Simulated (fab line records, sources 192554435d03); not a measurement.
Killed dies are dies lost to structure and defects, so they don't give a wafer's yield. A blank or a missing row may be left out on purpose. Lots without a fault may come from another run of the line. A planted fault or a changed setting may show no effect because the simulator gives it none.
Chamber matching | flow n5_finfet | N5_GATE_CUT_CMP_61 on cmp-01: 4 sister chambers
The step polishes, stops on SiNx, t overpolish 3 s. 8 wafers are shown with their chamber, then 10 later ones without.

WAFERS WITH THEIR CHAMBER
wafer  | chamber | motor_current_A (A)
L080.2 | 1       | 11.5
L081.6 | 3       | 14.3
L082.1 | 0       | 11.7
L085.2 | 1       | 11.8
L085.3 | 2       | 10.3
L085.6 | 3       | 14.8
L089.1 | 0       | 11.3
L089.3 | 2       | 10.4

WAFERS WITHOUT THEIR CHAMBER
wafer  | motor_current_A (A)
L089.4 | 15.4
L092.1 | 15.3
L092.2 | 12.3
L092.5 | 10.2
L094.2 | 12.4
L094.3 | 14.9
L094.6 | 10.4
L096.1 | 11.1
L096.4 | 11.3
L096.5 | 11.7

WHICH CHAMBER EACH WENT THROUGH
wafer  | from the rows above          | in truth
L089.4 | 3                            | 3
L092.1 | 3                            | 3
L092.2 | can't be placed: 1 or 0      | 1
L092.5 | 2                            | 2
L094.2 | can't be placed: 1 or 0      | 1
L094.3 | 3                            | 3
L094.6 | 2                            | 2
L096.1 | can't be placed: 0 or 1 or 2 | 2
L096.4 | can't be placed: 0 or 1      | 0
L096.5 | can't be placed: 1 or 0      | 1
Placed correctly: 5 of 10. Can't be placed from these rows: 5 (the true chamber is among the candidates in 5). Placed wrongly: 0.
How it was worked out, from the rows above alone: a wafer's distance from a chamber is the root of the sum, over the readings, of the square of ((its reading less the chamber's mean) divided by the reading's scatter). The wafer belongs to the nearest chamber; if the next one is less than 2 further off, it can't be placed. A chamber's mean is the mean of its shown wafers. The scatter: the root of (the sum of the squares of (reading less its chamber's mean) over the shown wafers, divided by (wafers less chambers)).
